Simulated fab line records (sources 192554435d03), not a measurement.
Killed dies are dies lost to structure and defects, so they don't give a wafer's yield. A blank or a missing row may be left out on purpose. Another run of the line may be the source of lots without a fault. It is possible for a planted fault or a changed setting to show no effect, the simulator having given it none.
Split-lot trial | flow n5Finfet | 39 wafers read across 7 lots, on a route 1938 steps long

## ON THE SPLIT
At N5_MOL_CONTACT_COAG_ALD_133 (deposits SiO2, target thk 5 nm, pulse time 1 s, co reactant pulse time 1 s), the setting aldCycles was moved away from the recipe's 35 on 12 of the 39 wafers read, by -11.4% to +5.7%. This setting was run at the recipe's value on the other wafers.

The reading comes from the split's own step.

## THE READING
SiO2_of_MOL_CONTACT_COAG_ALD_133.thkNm (the simulator's own value, which no gauge read), in nm, at N5_MOL_CONTACT_COAG_ALD_133 (deposits SiO2, target thk 5 nm, pulse time 1 s, co reactant pulse time 1 s). No usual value for it is given in the file.

wafer  | tool, chamber at the split | aldCycles as run | against the recipe | SiO2_of_MOL_CONTACT_COAG_ALD_133.thkNm, nm | against lot-mates on the recipe
L074.1 | aldSin-02, 0,2,1           | 35               | recipe             | 5                                          | -
L074.3 | aldSin-02, 0,2,1           | 35               | recipe             | 5                                          | -
L074.5 | aldSin-02, 0,2,1           | 35               | recipe             | 5                                          | -
L075.1 | aldSin-03, 2,0,1           | 31               | -11.4%             | 4.4                                        | -0.6
L075.5 | aldSin-03, 2,0,1           | 31               | -11.4%             | 4.4                                        | -0.6
L075.6 | aldSin-03, 2,0,1           | 31               | -11.4%             | 4.4                                        | -0.6
L075.2 | aldSin-03, 1,3,0           | 35               | recipe             | 5                                          | -
L075.3 | aldSin-03, 1,3,0           | 35               | recipe             | 5                                          | -
L075.4 | aldSin-03, 1,3,0           | 35               | recipe             | 5                                          | -
L077.1 | aldSin-01, 0,3,3           | 33               | -5.7%              | 4.8                                        | -0.2
L077.4 | aldSin-01, 0,3,3           | 33               | -5.7%              | 4.8                                        | -0.2
L077.6 | aldSin-01, 0,3,3           | 33               | -5.7%              | 4.8                                        | -0.2
L077.2 | aldSin-01, 1,2,2           | 35               | recipe             | 5                                          | -
L077.3 | aldSin-01, 1,2,2           | 35               | recipe             | 5                                          | -
L077.5 | aldSin-01, 1,2,2           | 35               | recipe             | 5                                          | -
L078.1 | aldSin-01, 3               | 37               | +5.7%              | 5.4                                        | +0.4
L078.2 | aldSin-01, 1,2             | 37               | +5.7%              | 5.2                                        | +0.2
L078.6 | aldSin-01, 1,2             | 37               | +5.7%              | 5.2                                        | +0.2
L078.3 | aldSin-01, 2,0,3           | 35               | recipe             | 5                                          | -
L078.4 | aldSin-01, 2,0,3           | 35               | recipe             | 5                                          | -
L078.5 | aldSin-01, 2,0,3           | 35               | recipe             | 5                                          | -
L083.1 | aldSin-02, 0,1,3,2,2,3     | 35               | recipe             | 5                                          | -
L083.2 | aldSin-02, 0,1,3,2,2,3     | 35               | recipe             | 5                                          | -
L083.3 | aldSin-02, 0,1,3,2,2,3     | 35               | recipe             | 5                                          | -
L083.4 | aldSin-02, 0,1,3,2,2,3     | 35               | recipe             | 5                                          | -
L083.5 | aldSin-02, 0,1,3,2,2,3     | 35               | recipe             | 5                                          | -
L083.6 | aldSin-02, 0,1,3,2,2,3     | 35               | recipe             | 5                                          | -
L090.1 | aldSin-02, 1,3,1           | 33               | -5.7%              | 4.8                                        | -0.2
L090.3 | aldSin-02, 1,3,1           | 33               | -5.7%              | 4.8                                        | -0.2
L090.5 | aldSin-02, 1,3,1           | 33               | -5.7%              | 4.8                                        | -0.2
L090.2 | aldSin-02, 2,0,0           | 35               | recipe             | 5                                          | -
L090.4 | aldSin-02, 2,0,0           | 35               | recipe             | 5                                          | -
L090.6 | aldSin-02, 2,0,0           | 35               | recipe             | 5                                          | -
L093.1 | aldSin-02, 1,0,3,2,2,1     | 35               | recipe             | 5                                          | -
L093.2 | aldSin-02, 1,0,3,2,2,1     | 35               | recipe             | 5                                          | -
L093.3 | aldSin-02, 1,0,3,2,2,1     | 35               | recipe             | 5                                          | -
L093.4 | aldSin-02, 1,0,3,2,2,1     | 35               | recipe             | 5                                          | -
L093.5 | aldSin-02, 1,0,3,2,2,1     | 35               | recipe             | 5                                          | -
L093.6 | aldSin-02, 1,0,3,2,2,1     | 35               | recipe             | 5                                          | -
If several chambers appear in one row, that row covers several wafers at once and the file leaves open which wafer was in which chamber.

FIT RESULTS
A straight line over all 39 wafers: SiO2_of_MOL_CONTACT_COAG_ALD_133.thkNm changes by +0.0471 nm for each +1% of aldCycles; r = +0.98; the points scatter about the line by 0.042 nm.
The same after taking each lot's own level away (the mean of its wafers on the recipe; 39 wafers): +0.0471 nm for each +1%; r = +0.98; scatter 0.042 nm.
According to that fit, moving aldCycles by its largest amount changes the reading by 0.54 nm.
The lots' own levels span 5.00 to 5.00 nm.
The two slopes are in agreement: the lot-to-lot level therefore moves the slope only a little.
Check: -0.517 nm against its lot-mates is what the line predicts for one of the wafers moved furthest among these (-11.4%) when that wafer is left out of the fit. Against them it came out at -0.6 nm.

## THESE WAFERS: OTHER SPLITS
These wafers also went through other splits before the reading. Each is held against what the fit with the lots' levels taken away leaves over:
other split on the same wafers    | wafers away from the commonest value | r with SiO2_of_MOL_CONTACT_COAG_ALD_133.thkNm (lot level and that fit taken away)
N5_DUMMY_GATE_EXPOSE_12 doseMj    | 15                                   | +0.28
N5_SD_EPI_P_EPI_21 dopantConcCm3  | 18                                   | +0.33
N5_SD_ACTIVATION_LSA_01 tempC     | 12                                   | +0.29
N5_MOL_CONTACT_COAG_ETCH_91 timeS | 6                                    | -0.12

## THE FILE'S OWN FIT
SiO2_of_MOL_CONTACT_COAG_ALD_133.thkNm changes by +0.0467 nm for each +1% of aldCycles, r = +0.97.
